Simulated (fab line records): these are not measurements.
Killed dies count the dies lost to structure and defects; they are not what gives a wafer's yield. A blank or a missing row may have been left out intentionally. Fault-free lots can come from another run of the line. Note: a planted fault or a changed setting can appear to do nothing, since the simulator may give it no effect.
Struck lot and sound lot, side by side | flow nand-harc | 14 steps out of a route of 1302
Sound: these wafers, L453.1, L453.2, L453.5. The struck wafers were L466.4, L466.5, L466.6. At the end, the cause is stated.
For every step that has rows: the tool of each side, followed by ch and its chambers, followed by its first start. Under that, the readings that differ: sound wafers | struck wafers | difference of the means | sigmas: that difference in standard deviations of wafers without a fault.
alike: readings with means less than 2 such deviations apart, plus words and numbers identical on both sides. not compared: withheld readings, readings lacking a value on some wafer, bounds such as >300 that could conceal the same value, and numbers that have no deviation in the record and whose values overlap.
A row with sigmas, a row that says differs or no value, or rows on one side alone: a step with any of these is where the two part. Numbers that don't overlap but have no deviation are shown without sigmas and don't part them. A reading that every wafer of one side lacks parts them only if that side has two wafers or more.

first, 3 steps without rows for these wafers: NHARC_P_GATE_SRD_72; NHARC_P_GATE_OXIDE_16 (material SiO2, target thk 3 nm, ox time 392 s); NHARC_P_GATE_CVD_17 (deposits poly-Si, target thk 150 nm, time 900 s).
NHARC_P_GATE_HM_DEP_102: deposits aC, target thk 120 nm.
  sound on acl-dep-03 ch 0, day 5 11:40; struck on acl-dep-01 ch 0, day 11 01:14
  alike: throttle-valve-pct
NHARC_P_GATE_DEP_103: deposits SiON, target thk 30 nm.
  sound on pecvd-04 ch 0,2, day 5 12:23; struck on pecvd-04 ch 0,1,2, day 11 01:40
  alike: heater-power-w
then, 7 steps without rows for these wafers: NHARC_P_GATE_DEHYDRATE_18 (time 120 s); NHARC_P_GATE_HMDS_19 (time 30 s); NHARC_P_GATE_COAT_20 (resist thk 90 nm); NHARC_P_GATE_SOFTBAKE_21 (time 55 s); NHARC_P_GATE_EBR_22; NHARC_P_GATE_EXPOSE_23 (exposes mask P GATE, target cd 120 nm); NHARC_P_GATE_PEB_24 (peb time 65 s).
NHARC_P_GATE_DEVELOP_25: develop time 35 s.
  sound on litho-track-01 ch 0, day 5 12:00; struck on litho-track-04, day 11 02:00
  no value came back on the struck wafers for chill-plate-temp-C (C), develop-time-s (s); on the sound wafers chill-plate-temp-C (C) reads 23.22 23.11 23.09
NHARC_P_GATE_CD_MEAS_26: the cd target is 120 nm.
  sound on cd-sem-03 ch 0, day 5 13:02; struck on cd-sem-03 ch 0, day 11 02:09
  reading    | sound             | struck | difference                    | sigmas
  cd-nm (nm) | 120.3 120.0 120.1 | - - -  | no value on the struck wafers |

## WHERE THEY PART
Earliest at NHARC_P_GATE_DEVELOP_25; latest, in this record, at NHARC_P_GATE_CD_MEAS_26.

WHY: what had been put in by the simulator
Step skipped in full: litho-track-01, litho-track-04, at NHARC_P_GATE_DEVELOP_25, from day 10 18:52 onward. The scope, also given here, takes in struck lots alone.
